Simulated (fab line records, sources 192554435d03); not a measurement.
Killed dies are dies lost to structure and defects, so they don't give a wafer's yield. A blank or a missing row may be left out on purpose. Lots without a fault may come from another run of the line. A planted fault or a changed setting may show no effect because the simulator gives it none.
fab line records | flow n5_finfet
record lots=7 wafers=21
route steps=1938 shown SD_EPI_N@269 SDB@348 HKMG_FIN@401 MOL_CONTACT_COAG@547
start_h: hours from the record's first day to the start of the lot's first wafer shown | wait_h: hours since the lot's step before | " the same as in the row above | L1.1+2: a row that stands for several wafers | - no value, or no start given | * or withheld: withheld | < > ~ a bound
route shown NAME@n: a module of which the file shows steps, and the number in the route of the first | usual: mean/standard deviation of fault-free wafers | same: alike in all rows | chamber/n: place in a boat | sites: the reading at each site | _std_site: their standard deviation | _edge_site: outer sites' mean less inner sites' | radius_mm: how far each site lies from the wafer's centre | mask NAME#n: copy n | behind: the tool/chamber that last shaped the wafer | hold: why the lot was held/for how many hours/how that ended | device: the transistor (n, p or np) that didn't switch | end of line: the same wafers' tests at the end of the route | a step without rows: its recipe alone | killed: dies lost to structure and defects at the first sort, not the wafer's yield | map: a wafer's dies, x killed, . not, _ none there
set.NAME: the setting as run; set.NAME@STEP: as run at that earlier step | model.NAME: the simulator's own value behind a step, which no gauge read
lots whose settings were changed on purpose; a table a step, a row a wafer
## steps
# step N5_SD_EPI_N_DEVELOP_08
# recipe develop_time_s=30 developer=TMAH resist=CAR-ArF-block dev_temp_c=23 rinse_liquid=diw dry=air_spin
# columns lot.wafer tool chamber start_h wait_h set.develop_time_s
L082.1+2 litho_track-01 0 - - 30
L082.3 " 0 " " 31.96
L083.4+5 litho_track-03 0 - - 25.76
L083.6 " 0 " " 30
L087.2+5+6 litho_track-02 0 - - 30
L088.2+6 litho_track-01 0 - - 34.25
L088.5 " 0 " " 30
L089.1+5+6 litho_track-03 0 - - 30
L093.1+3+5 litho_track-01 0 - - 30
L094.1+4+5 litho_track-01 0 - - 27.68
# step N5_SD_EPI_N_CD_MEAS_09
# recipe target_cd_nm=120 landing_energy_ev=500 detector=se_inlens
# usual cd_nm=120.2/0.71
# columns lot.wafer tool chamber start_h wait_h set.peb_time_s@SD_EPI_N_PEB_07 cd_nm
L082.1 cd_sem-03 0 98.35 - 60 120.6
L082.2 " 0 " " 60 120.3
L082.3 " 0 " " 60 120.8
L083.4 cd_sem-02 0 104.72 - 68.78 123.8
L083.5 " 0 " " 60 119.2
L083.6 " 0 " " 60 120.2
L087.2 cd_sem-03 0 126.09 - 60 120.3
L087.5 " 0 " " 60 119.7
L087.6 " 0 " " 60 120.4
L088.2 cd_sem-02 0 133.93 - 60 121.1
L088.5 " 0 " " 60 120.8
L088.6 " 0 " " 51.65 116.1
L089.1 cd_sem-02 0 138.58 - 60 119.8
L089.5 " 0 " " 60 120.0
L089.6 " 0 " " 65.61 123.5
L093.1 cd_sem-02 0 163.94 - 60 120.3
L093.3 " 0 " " 60 120.7
L093.5 " 0 " " 60 120.8
L094.1 cd_sem-02 0 169.12 - 60 120.8
L094.4 " 0 " " 60 121.3
L094.5 " 0 " " 60 120.8
# step N5_SD_EPI_N_DESCUM_14
# recipe chemistry=O2 time_s=7.9 source_power_w=50 bias_power_w=20 pressure_mtorr=20 rf_frequency_hz=2.712e+07 temp_c=40 resist=CAR-ArF-block o2_flow_sccm=225
# columns lot.wafer tool chamber start_h wait_h set.peb_time_s@SD_EPI_N_PEB_07 model.SD_EPI_N.cd_nm
L082.1 rie_diel-01 3 98.44 0.0 60 120.8
L082.2 " 2 " " 60 120.2
L082.3 " 0 " " 60 121
L083.4 rie_diel-06 2 104.88 0.1 68.78 124.2
L083.5 " 2 " " 60 119.4
L083.6 " 1 " " 60 120.2
L087.2+6 rie_diel-01 3 126.18 0.0 60 120.6
L087.5 " 2 " " 60 119.6
L088.2 rie_diel-01 1 134.02 0.0 60 121.2
L088.5 " 0 " " 60 121
L088.6 " 1 " " 51.65 115.8
L089.1 rie_diel-01 1 138.67 0.0 60 120
L089.5 " 3 " " 60 120.2
L089.6 " 0 " " 65.61 123.4
L093.1 rie_diel-01 2 164.05 0.1 60 120.2
L093.3 " 0 " " 60 120.8
L093.5 " 1 " " 60 120.6
L094.1+4+5 rie_diel-04 0,2,1 169.25 0.1 60 120.8
# step N5_SD_EPI_N_ETCH_34
# recipe chemistry=CF4 target=SiARC target_depth_a=455 mask_material=CAR-ArF-block time_s=75.8 ion_energy_ev=80 pressure_mtorr=40 source_w=545 bias_w=36 Ar_flow_sccm=100 cf4_flow_sccm=100 ends=cleared
# columns lot.wafer tool chamber start_h wait_h set.peb_time_s@SD_EPI_N_PEB_07 model.SD_EPI_N.cd_nm
L082.1 rie_diel-01 3 98.48 0.0 60 120.6
L082.2 " 2 " " 60 120
L082.3 " 0 " " 60 121
L083.4 rie_diel-06 2 104.92 0.0 68.78 124.2
L083.5 " 2 " " 60 119.6
L083.6 " 1 " " 60 120.2
L087.2+6 rie_diel-01 3 126.21 0.0 60 120.6
L087.5 " 2 " " 60 119.8
L088.2 rie_diel-01 1 134.05 0.0 60 121.2
L088.5 " 0 " " 60 120.8
L088.6 " 1 " " 51.65 115.8
L089.1 rie_diel-01 1 138.70 0.0 60 120
L089.5 " 3 " " 60 120.2
L089.6 " 0 " " 65.61 123.2
L093.1 rie_diel-01 2 164.09 0.0 60 120
L093.3 " 0 " " 60 120.4
L093.5 " 1 " " 60 120.6
L094.1 rie_diel-04 0 169.28 0.0 60 120.6
L094.4 " 2 " " 60 121.4
L094.5 " 1 " " 60 121
# step N5_SD_EPI_N_ETCH_35
# recipe chemistry=N2/H2 target=SOC overetch_a=1080 mask_material=SiARC temp_c=40 ion_energy_ev=100 source_w=3000 bias_w=133 pressure_mtorr=20 time_s=486 n2_flow_sccm=200 h2_flow_sccm=200
# columns lot.wafer tool chamber start_h wait_h set.peb_time_s@SD_EPI_N_PEB_07 model.SD_EPI_N.cd_nm
L082.1 rie_diel-01 3 98.53 0.0 60 121.2
L082.2 " 2 " " 60 119.8
L082.3 " 0 " " 60 122.8
L083.4 rie_diel-06 2 104.97 0.0 68.78 124
L083.5 " 2 " " 60 119.2
L083.6 " 1 " " 60 118.6
L087.2 rie_diel-01 3 126.27 0.0 60 121.2
L087.5 " 2 " " 60 119.2
L087.6 " 3 " " 60 121.6
L088.2 rie_diel-01 1 134.11 0.0 60 121.6
L088.5 " 0 " " 60 122.4
L088.6 " 1 " " 51.65 115.6
L089.1 rie_diel-01 1 138.76 0.0 60 119.4
L089.5 " 3 " " 60 121.8
L089.6 " 0 " " 65.61 124.2
L093.1 rie_diel-01 2 164.15 0.0 60 119.8
L093.3 " 0 " " 60 120.4
L093.5 " 1 " " 60 120.2
L094.1+5 rie_diel-04 0,1 169.34 0.0 60 120.8
L094.4 " 2 " " 60 121.2
# step N5_SD_EPI_N_STRIP_36
# recipe chemistry=N2/H2 temp_c=40 n2_flow_sccm=200 h2_flow_sccm=200 rf_frequency_hz=6e+07
# step N5_SD_EPI_N_ETCHBACK_44
# recipe chemistry=CH3F/O2 mode=anisotropic_etchback target=SiNx target_depth_a=145 stop_on=SiO2 over_etch_frac=0.3 ion_energy_ev=120 pressure_mtorr=30 source_w=395 bias_w=73 Ar_flow_sccm=150 CH3F_flow_sccm=30 O2_flow_sccm=20
# step N5_SD_EPI_N_ETCH_45
# recipe chemistry=CH3F/O2 target=SiOCN target_depth_a=60 mask_material=SOC ion_energy_ev=60 bias_w=29 pressure_mtorr=15 source_w=410 Ar_flow_sccm=150 CH3F_flow_sccm=30 O2_flow_sccm=20
# columns lot.wafer tool chamber start_h wait_h set.peb_time_s@SD_EPI_N_PEB_07 model.SD_EPI_N.cd_nm
L082.1 rie_diel-01 3 98.96 0.1 60 121.4
L082.2 " 2 " " 60 120
L082.3 " 0 " " 60 122.8
L083.4 rie_diel-06 2 105.40 0.1 68.78 124.2
L083.5 " 2 " " 60 119.2
L083.6 " 1 " " 60 118.4
L087.2 rie_diel-01 3 126.69 0.1 60 121.2
L087.5 " 2 " " 60 119.2
L087.6 " 3 " " 60 121.6
L088.2 rie_diel-01 1 134.53 0.1 60 121.4
L088.5 " 0 " " 60 122.4
L088.6 " 1 " " 51.65 115.6
L089.1 rie_diel-01 1 139.18 0.1 60 119.4
L089.5 " 3 " " 60 121.8
L089.6 " 0 " " 65.61 124.2
L093.1 rie_diel-01 2 164.57 0.1 60 119.8
L093.3 " 0 " " 60 120.6
L093.5 " 1 " " 60 120.2
L094.1 rie_diel-04 0 169.76 0.1 60 120.8
L094.4+5 " 2,1 " " 60 121
# step N5_SDB_COAT_03
# recipe resist=SOC temp_c=250 time_s=60 spin_rpm=1500 resist_thk_nm=100
# columns lot.wafer tool chamber start_h wait_h set.spin_rpm model.SOC_of_SDB_COAT_03.thk_nm
L082.1 litho_track-03 0 116.04 0.1 1350 105.4
L082.2 " 0 " " 1350 105.6
L082.3 " 0 " " 1500 100
L083.4+5 litho_track-03 0 121.11 0.0 1340 105.8
L083.6 " 0 " " 1500 100.2
L087.2+6 litho_track-02 0 141.39 0.1 1655 95.4
L087.5 " 0 " " 1500 100.2
L088.2 litho_track-02 0 150.93 0.1 1620 96.4
L088.5+6 " 0 " " 1500 100.2
L089.1 litho_track-04 0 154.09 0.1 1500 99.6
L089.5+6 " 0 " " 1500 99.8
L093.1 litho_track-02 0 181.05 0.1 1500 100.2
L093.3 " 0 " " 1500 100
L093.5 " 0 " " 1500 99.8
L094.1 litho_track-03 0 186.96 0.1 1365 105.6
L094.4 " 0 " " 1500 100.6
L094.5 " 0 " " 1365 105.4
# step N5_SDB_COAT_04
# recipe resist=SiARC temp_c=220 time_s=60 spin_rpm=1500 resist_thk_nm=18
# step N5_SDB_COAT_05
# recipe resist=CAR-ArF spin_rpm=1500 resist_thk_nm=90
# step N5_SDB_DESCUM_16
# recipe chemistry=O2 time_s=7.9 source_power_w=50 bias_power_w=20 pressure_mtorr=20 rf_frequency_hz=2.712e+07 temp_c=40 resist=CAR-ArF o2_flow_sccm=225
# step N5_SDB_ETCH_17
# recipe chemistry=CF4 target=SiARC target_depth_a=234 mask_material=CAR-ArF time_s=39 ion_energy_ev=80 pressure_mtorr=40 source_w=545 bias_w=36 Ar_flow_sccm=100 cf4_flow_sccm=100 ends=cleared
# step N5_SDB_ETCH_18
# recipe chemistry=N2/H2 target=SOC target_depth_a=1000 overetch_a=200 mask_material=SiARC temp_c=40 time_s=150 ion_energy_ev=200 pressure_mtorr=30 source_w=840 bias_w=150 n2_flow_sccm=200 h2_flow_sccm=200
# columns lot.wafer tool chamber start_h wait_h set.spin_rpm@SDB_COAT_03 model.etch.depth_nm
L082.1 rie_diel-04 2 116.44 0.0 1350 105.4
L082.2 " 3 " " 1350 105.5
L082.3 " 0 " " 1500 99.95
L083.4+5 rie_diel-06 0,1 121.60 0.0 1340 105.8
L083.6 " 2 " " 1500 100.2
L087.2 rie_diel-04 0 141.79 0.0 1655 95.36
L087.5 " 1 " " 1500 100.3
L087.6 " 2 " " 1655 95.34
L088.2 rie_diel-06 1 151.50 0.0 1620 96.37
L088.5 " 3 " " 1500 100.3
L088.6 " 2 " " 1500 100.2
L089.1 rie_diel-06 1 155.20 0.0 1500 99.7
L089.5 " 0 " " 1500 99.78
L089.6 " 3 " " 1500 99.79
L093.1 rie_diel-06 0 181.58 0.0 1500 100.1
L093.3 " 1 " " 1500 100
L093.5 " 1 " " 1500 99.88
L094.1+5 rie_diel-01 2,3 187.36 0.0 1365 105.5
L094.4 " 3 " " 1500 100.6
# step N5_SDB_STRIP_19
# recipe chemistry=N2/H2 temp_c=40 n2_flow_sccm=200 h2_flow_sccm=200 rf_frequency_hz=6e+07
# step N5_SDB_STRIP_21
# recipe chemistry=CF4 resist=SiARC power_w=300 bias_power_w=75 pressure_mtorr=50 cf4_flow_sccm=150 rf_frequency_hz=6e+07
# step N5_SDB_HM_OPEN_20
# recipe chemistry=CH3F/O2 target=SiNx mask_material=SOC target_depth_a=240 stop_on=poly-Si over_etch_frac=0.4 ion_energy_ev=120 pressure_mtorr=30 source_w=395 bias_w=73 Ar_flow_sccm=150 CH3F_flow_sccm=30 O2_flow_sccm=20
# columns lot.wafer tool chamber start_h wait_h set.spin_rpm@SDB_COAT_03 model.SOC_of_SDB_COAT_03.thk_nm
L082.1 rie_diel-04 2 116.60 0.0 1350 89.8
L082.2 " 3 " " 1350 89.2
L082.3 " 0 " " 1500 84
L083.4 rie_diel-06 0 121.76 0.0 1340 89.6
L083.5 " 1 " " 1340 90
L083.6 " 2 " " 1500 83.6
L087.2 rie_diel-04 0 141.95 0.0 1655 79.4
L087.5 " 1 " " 1500 84.8
L087.6 " 2 " " 1655 79.6
L088.2 rie_diel-06 1 151.66 0.0 1620 80.8
L088.5+6 " 3,2 " " 1500 84
L089.1 rie_diel-06 1 155.36 0.0 1500 84
L089.5 " 0 " " 1500 83.8
L089.6 " 3 " " 1500 83.4
L093.1 rie_diel-06 0 181.74 0.0 1500 84
L093.3 " 1 " " 1500 84.4
L093.5 " 1 " " 1500 84.2
L094.1 rie_diel-01 2 187.52 0.0 1365 89.6
L094.4 " 3 " " 1500 84.2
L094.5 " 3 " " 1365 89.2
# step N5_SDB_STRIP_22
# recipe chemistry=N2/H2 power_w=1000 temp_c=250 h2_frac=0.65 overash_fraction=0.3 pressure_mtorr=withheld n2_flow_sccm=1750 h2_flow_sccm=3250
# usual strip_time_to_endpoint_s=96.3/0.41
# columns lot.wafer tool chamber start_h wait_h set.spin_rpm@SDB_COAT_03 strip_time_to_endpoint_s
L082.1 plasma_asher-01 1 116.68 0.1 1350 101.7
L082.2 " 0 " " 1350 101.1
L082.3 " 1 " " 1500 96.1
L083.4 plasma_asher-01 1 121.88 0.1 1340 101.4
L083.5 " 0 " " 1340 101.8
L083.6 " 1 " " 1500 95.9
L087.2 plasma_asher-01 0 142.03 0.1 1655 91.9
L087.5 " 1 " " 1500 96.9
L087.6 " 0 " " 1655 92.0
L088.2 plasma_asher-02 1 151.74 0.1 1620 93.2
L088.5 " 1 " " 1500 96.3
L088.6 " 0 " " 1500 96.2
L089.1 plasma_asher-01 1 155.44 0.1 1500 96.2
L089.5 " 1 " " 1500 96.0
L089.6 " 0 " " 1500 95.7
L093.1 plasma_asher-02 0 181.82 0.1 1500 96.3
L093.3 " 0 " " 1500 96.6
L093.5 " 0 " " 1500 96.4
L094.1 plasma_asher-02 1 187.60 0.1 1365 101.4
L094.4 " 1 " " 1500 96.4
L094.5 " 1 " " 1365 101.1
# step N5_HKMG_FIN_DESCUM_53
# recipe chemistry=O2 time_s=7.9 source_power_w=50 bias_power_w=20 pressure_mtorr=20 rf_frequency_hz=2.712e+07 temp_c=40 resist=CAR-ArF o2_flow_sccm=225
# columns lot.wafer tool chamber start_h wait_h set.time_s model.CAR-ArF_of_HKMG_FIN_COAT_43.thk_nm
L082.1 rie_diel-01 2 121.81 0.1 7.9 84
L082.2 " 0 " " 9.544 82.6
L082.3 " 1 " " 7.9 83.8
L083.4 rie_diel-06 0 126.94 0.1 7.9 83.4
L083.5 " 3 " " 7.9 83.8
L083.6 " 2 " " 7.142 84
L087.2+5 rie_diel-04 1,2 147.49 0.4 7.9 83.8
L087.6 " 1 " " 9.041 82.8
L088.2 rie_diel-01 0 157.12 0.1 7.9 84
L088.5 " 2 " " 7.9 83.8
L088.6 " 1 " " 7.9 84.2
L089.1+6 rie_diel-04 2 160.88 0.0 7.9 83.8
L089.5 " 1 " " 7.9 84
L093.1+3 rie_diel-06 3,0 189.15 0.4 7.9 83.6
L093.5 " 0 " " 7.9 83.4
L094.1+4 rie_diel-04 3,2 193.13 0.0 7.9 83.8
L094.5 " 3 " " 7.9 83.6
# step N5_HKMG_FIN_ETCH_54
# recipe chemistry=CF4 target=SiARC target_depth_a=455 mask_material=CAR-ArF time_s=75.8 ion_energy_ev=80 pressure_mtorr=40 source_w=545 bias_w=36 Ar_flow_sccm=100 cf4_flow_sccm=100 ends=cleared
# columns lot.wafer tool chamber start_h wait_h set.time_s@HKMG_FIN_DESCUM_53 model.CAR-ArF_of_HKMG_FIN_COAT_43.thk_nm
L082.1 rie_diel-01 2 121.85 0.0 7.9 51.2
L082.2 " 0 " " 9.544 49.8
L082.3 " 1 " " 7.9 51
L083.4 rie_diel-06 0 126.97 0.0 7.9 51
L083.5 " 3 " " 7.9 51.2
L083.6 " 2 " " 7.142 51.4
L087.2 rie_diel-04 1 147.53 0.0 7.9 51.2
L087.5 " 2 " " 7.9 51
L087.6 " 1 " " 9.041 50.2
L088.2 rie_diel-01 0 157.16 0.0 7.9 51.4
L088.5 " 2 " " 7.9 51.2
L088.6 " 1 " " 7.9 51.6
L089.1+6 rie_diel-04 2 160.91 0.0 7.9 51.2
L089.5 " 1 " " 7.9 51.4
L093.1 rie_diel-06 3 189.18 0.0 7.9 51.2
L093.3+5 " 0 " " 7.9 51
L094.1 rie_diel-04 3 193.17 0.0 7.9 51.2
L094.4 " 2 " " 7.9 51
L094.5 " 3 " " 7.9 50.8
# step N5_HKMG_FIN_ETCH_55
# recipe chemistry=N2/H2 target=SOC target_depth_a=2400 temp_c=40 time_s=300 ion_energy_ev=200 mask_material=SiARC pressure_mtorr=30 source_w=840 bias_w=150 n2_flow_sccm=200 h2_flow_sccm=200
# columns lot.wafer tool chamber start_h wait_h set.time_s model.etch.depth_nm model.HKMG_FIN.feature_depth_nm model.SiARC_of_HKMG_FIN_COAT_42.thk_nm
L082.1 rie_diel-01 2 121.90 0.0 300 233.4 233.4 21.6
L082.2 " 0 " " 300 243.2 243.2 21
L082.3 " 1 " " 300 236.6 236.6 21.6
L083.4 rie_diel-06 0 127.03 0.0 324.7 262.4 262.4 20
L083.5 " 3 " " 300 245.8 245.8 20.8
L083.6 " 2 " " 324.7 262.1 262 19.8
L087.2 rie_diel-04 1 147.58 0.0 248.8 191 191 24.2
L087.5 " 2 " " 300 235.4 235.4 21.4
L087.6 " 1 " " 300 230.4 230.4 21.8
L088.2 rie_diel-01 0 157.22 0.0 300 243.3 243.2 20.8
L088.5 " 2 " " 343.2 274.7 274.8 19
L088.6 " 1 " " 300 230.4 230.4 21.6
L089.1 rie_diel-04 2 160.97 0.0 300 234.8 234.8 21.2
L089.5 " 1 " " 233.5 179.5 179.6 24.6
L089.6 " 2 " " 300 235.3 235.4 21.2
L093.1 rie_diel-06 3 189.24 0.0 300 249.6 249.6 20.4
L093.3 " 0 " " 300 243 243 21
L093.5 " 0 " " 300 243.5 243.6 21
L094.1 rie_diel-04 3 193.22 0.0 300 257.4 257.4 20.2
L094.4 " 2 " " 300 232.2 232.2 21.6
L094.5 " 3 " " 266.1 226.8 226.8 22
# step N5_HKMG_FIN_ETCH_31
# recipe chemistry=CF4 target=SiARC target_depth_a=455 mask_material=CAR-ArF time_s=75.8 ion_energy_ev=80 pressure_mtorr=40 source_w=545 bias_w=36 Ar_flow_sccm=100 cf4_flow_sccm=100 ends=cleared
# usual rf_vpp_V=183.9/1.3
# columns lot.wafer tool chamber start_h wait_h set.bias_w rf_vpp_V
L082.1 rie_diel-06 0 125.31 0.0 31.53 167.2
L082.2 " 3 " " 36 183.0
L082.3 " 1 " " 31.53 166.6
L083.4 rie_diel-06 3 130.48 0.0 36 184.5
L083.5 " 0 " " 36 182.7
L083.6 " 3 " " 36 184.8
L087.2 rie_diel-01 2 151.25 0.0 36 183.6
L087.5 " 0 " " 36 185.7
L087.6 " 1 " " 36 183.4
L088.2 rie_diel-06 3 160.76 0.0 38.28 191.9
L088.5 " 0 " " 36 182.6
L088.6 " 3 " " 38.28 191.3
L089.1 rie_diel-04 0 164.40 0.0 36 181.5
L089.5 " 1 " " 38.77 193.2
L089.6 " 0 " " 36 183.4
L093.1 rie_diel-04 1 192.56 0.0 36 185.4
L093.3 " 3 " " 36 182.7
L093.5 " 2 " " 36 185.0
L094.1 rie_diel-06 2 196.42 0.0 32.63 172.7
L094.4 " 3 " " 36 184.0
L094.5 " 0 " " 32.63 171.6
# step N5_MOL_CONTACT_COAG_SPUTTER_143
# recipe material=Co target_thk_a=25 temp_c=25 chamber_pressure_pa=0.2
# columns lot.wafer tool chamber start_h wait_h set.target_thk_a model.Co_of_MOL_CONTACT_COAG_SPUTTER_143.thk_nm
L082.1+2 pvd_sputter-03 - 140.73 0.0 28.36 2.6
L082.3 " - " " 25 2.2
L083.4 pvd_sputter-02 - 145.62 0.0 25 2.6
L083.5 " - " " 27.61 3
L083.6 " - " " 25 2.8
L087.2+5 pvd_sputter-01 - 167.16 0.0 25 2.4
L087.6 " - " " 27.24 2.8
L088.2 pvd_sputter-03 - 176.65 0.0 25 2.2
L088.5+6 " - " " 27.67 2.6
L089.1+5 pvd_sputter-03 - 178.87 0.0 25 2.4
L089.6 " - " " 25 2.6
L093.1+3+5 pvd_sputter-02 - 208.96 0.0 25 2.6
L094.1 pvd_sputter-01 - 212.09 0.0 27.98 3
L094.4 " - " " 25 2.4
L094.5 " - " " 25 2.6
# step N5_MOL_CONTACT_COAG_ALD_27
# recipe material=SiOC target_thk_a=170 temp_c=400 ald_precursor_family=carbosiloxane ald_co_reactant=H2-plasma pulse_time_s=1.5 time_s=2720 purge_time_s=2 co_reactant_purge_time_s=2 ald_cycles=340 pressure_torr=2
# columns lot.wafer tool chamber start_h wait_h set.time_s model.SiOC_of_MOL_CONTACT_COAG_ALD_27.thk_nm
L082.1 ald_sin-04 0 145.79 0.0 2720 17
L082.2 " 3 " " 2379 14.8
L082.3 " 1 " " 2379 15
L083.4+6 ald_sin-04 1,2 150.61 0.0 2720 17
L083.5 " 1 " " 2720 17.2
L087.2+5 ald_sin-04 2,3 171.33 0.7 2720 17
L087.6 " 0 " " 2720 17.2
L088.2 ald_sin-04 1 179.71 0.0 2484 15.6
L088.5 " 3 " " 2484 15.4
L088.6 " 0 " " 2720 17.2
L089.1 ald_sin-04 3 182.22 0.0 2142 13.2
L089.5 " 1 " " 2720 17.2
L089.6 " 0 " " 2720 17
L093.1 ald_sin-04 2 212.74 0.0 2720 17
L093.3+5 " 1 " " 2720 17.2
L094.1 ald_sin-02 1 216.72 0.0 2720 16.8
L094.4+5 " 3,0 " " 2720 17
## key
split step=N5_SD_EPI_N_DEVELOP_08 setting=develop_time_s stated=30 by=wafer
response none clear
split step=N5_SDB_COAT_03 setting=spin_rpm stated=1500 by=wafer
response step=N5_SDB_COAT_03 reading=model.SOC_of_SDB_COAT_03.thk_nm change=-0.513 per=1% r=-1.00
response step=N5_SDB_ETCH_18 reading=model.etch.depth_nm change=-0.517 per=1% r=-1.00
response step=N5_SDB_HM_OPEN_20 reading=model.SOC_of_SDB_COAT_03.thk_nm change=-0.533 per=1% r=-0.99
response step=N5_SDB_STRIP_22 reading=strip_time_to_endpoint_s change=* per=1% r=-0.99
split step=N5_HKMG_FIN_DESCUM_53 setting=time_s stated=7.9 by=wafer
response step=N5_HKMG_FIN_DESCUM_53 reading=model.CAR-ArF_of_HKMG_FIN_COAT_43.thk_nm change=-0.0618 per=1% r=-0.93
response step=N5_HKMG_FIN_ETCH_54 reading=model.CAR-ArF_of_HKMG_FIN_COAT_43.thk_nm change=-0.0585 per=1% r=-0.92
split step=N5_HKMG_FIN_ETCH_55 setting=time_s stated=300 by=wafer
response step=N5_HKMG_FIN_ETCH_55 reading=model.etch.depth_nm change=+2.39 per=1% r=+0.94
response step=N5_HKMG_FIN_ETCH_55 reading=model.HKMG_FIN.feature_depth_nm change=+2.39 per=1% r=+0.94
response step=N5_HKMG_FIN_ETCH_55 reading=model.SiARC_of_HKMG_FIN_COAT_42.thk_nm change=-0.144 per=1% r=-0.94
split step=N5_HKMG_FIN_ETCH_31 setting=bias_w stated=36 by=wafer
response step=N5_HKMG_FIN_ETCH_31 reading=rf_vpp_V change=+1.32 per=1% r=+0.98
split step=N5_MOL_CONTACT_COAG_SPUTTER_143 setting=target_thk_a stated=25 by=wafer
response step=N5_MOL_CONTACT_COAG_SPUTTER_143 reading=model.Co_of_MOL_CONTACT_COAG_SPUTTER_143.thk_nm change=+0.0357 per=1% r=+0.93
split step=N5_MOL_CONTACT_COAG_ALD_27 setting=time_s stated=2720 by=wafer
response step=N5_MOL_CONTACT_COAG_ALD_27 reading=model.SiOC_of_MOL_CONTACT_COAG_ALD_27.thk_nm change=+0.181 per=1% r=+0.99
split outside_this_file step=N5_SD_EPI_N_PEB_07 setting=peb_time_s
# split outside_this_file: this setting was split too, and the file shows its column; the key of that split is in another file
